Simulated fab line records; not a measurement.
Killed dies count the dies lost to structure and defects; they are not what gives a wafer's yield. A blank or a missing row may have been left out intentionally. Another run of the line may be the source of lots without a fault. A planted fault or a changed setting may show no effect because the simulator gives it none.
Struck lot and sound lot, side by side | flow nandHarc | 15 out of 1302 route steps
Sound: the wafers L358.3, L358.4, L358.6. Struck: wafer L380.6. (L380.2, L380.5 of the same lot were not struck and are left out.) The cause comes at the end.
For every step that has rows: the tool of each side, followed by ch and its chambers, followed by its first start. Under that, the readings that differ: sound wafers | struck wafers | difference of the means | sigmas: that difference in standard deviations of wafers without a fault.
alike: same words and numbers on both sides, and readings whose means sit less than 2 such deviations apart. not compared: any withheld reading, any reading some wafer has no value for, any bound like >300 that may hide the same value, and any number with overlapping values for which the record gives no deviation.
The two part at a step that has a row with sigmas, a row that says differs or no value, or rows on one side only. Non-overlapping numbers with no deviation appear without sigmas and do not part them. A reading missing from all wafers of one side parts the sides only when that side holds two or more wafers.

first, 8 steps without rows for these wafers: NHARC_A_SLIT_DEHYDRATE_01 (time 120 s); NHARC_A_SLIT_HMDS_02 (time 30 s); NHARC_A_SLIT_COAT_03 (resist thk 90 nm); NHARC_A_SLIT_SOFTBAKE_04 (time 55 s); NHARC_A_SLIT_EBR_05; NHARC_A_SLIT_EXPOSE_06 (exposes mask SLIT); NHARC_A_SLIT_PEB_07 (peb time 65 s); NHARC_A_SLIT_DEVELOP_08 (develop time 35 s).
NHARC_A_SLIT_CD_MEAS_09 targets a cd of 300 nm.
  sound on cdSem-01 ch 0, day 20 01:53; struck on cdSem-02 ch 0, day 29 16:45
  alike: cdNm
NHARC_A_SLIT_OVL_MEAS_10:
  sound: overlay-01 at day 20 01:58; struck: overlay-02 at day 29 16:50
  alike: overlayXNm, overlayYNm
NHARC_A_SLIT_INSPECT_11:
  sound: defectInspect-01 at day 20 02:00; struck: defectInspect-02 at day 29 16:53
reading        | sound    | struck | difference | sigmas
rawDefectCount | 84 73 70 | 6      | -70        | -2
NHARC_A_SLIT_DESCUM_14: chemistry O2, time 3 s.
  sound on rieDiel-04 ch 1,2,3, day 20 02:04; struck on rieDiel-04 ch 3, day 29 16:56
reading             | sound             | struck | difference | sigmas
oesProductAu (a.u.) | 1.011 1.001 0.977 | 1.025  | +0.029     | +2
  alike: drypumpMotorCurrentA, mfcArSccm, rfVppV, showerheadPlenumPTorr, throttleValvePct
  not compared: rfHoursCounterH
NHARC_A_SLIT_ETCH_24: etches the open film in CF4/CHF3, target depth 121 nm, time 60.5 s.
  sound on rieDiel-04 ch 0,1,3, day 20 02:09; struck on rieDiel-04 ch 0, day 29 17:02
reading        | sound          | struck | difference | sigmas
runLengthS (s) | 81.6 80.9 81.5 | 70.1   | -11.2      | -26
  alike: drypumpMotorCurrentA, mfcArSccm, oesProductAu, rfVppV, showerheadPlenumPTorr, throttleValvePct
  not compared: biasW, rfHoursCounterH
NHARC_A_SLIT_ETCH_15: etches the open film in O2/COS, target depth 6200 nm, time 1612 s.
  sound on rieDiel-04 ch 0,2; struck on rieDiel-04 ch 3
reading   | sound             | struck | difference | sigmas
biasW (W) | 300.1 299.8 301.4 | 298.0  | -2.4       | -2
  alike: drypumpMotorCurrentA, mfcArSccm, oesProductAu, rfVppV, runLengthS, showerheadPlenumPTorr, throttleValvePct
  not compared: rfHoursCounterH
-- jump in the record: it breaks off in module A_SLIT and resumes in module END (first step shown: number 1302 of the route), and 5 days separate the struck wafers' starts before and after --
NHARC_END_SORT_01:
  here the record holds rows for the struck wafers (prober-01 ch 0, day 34 10:31) but none for the sound ones

## WHERE THEY PART
At NHARC_A_SLIT_INSPECT_11 first; at NHARC_END_SORT_01 last (within this record only).

WHY: what had been put in by the simulator
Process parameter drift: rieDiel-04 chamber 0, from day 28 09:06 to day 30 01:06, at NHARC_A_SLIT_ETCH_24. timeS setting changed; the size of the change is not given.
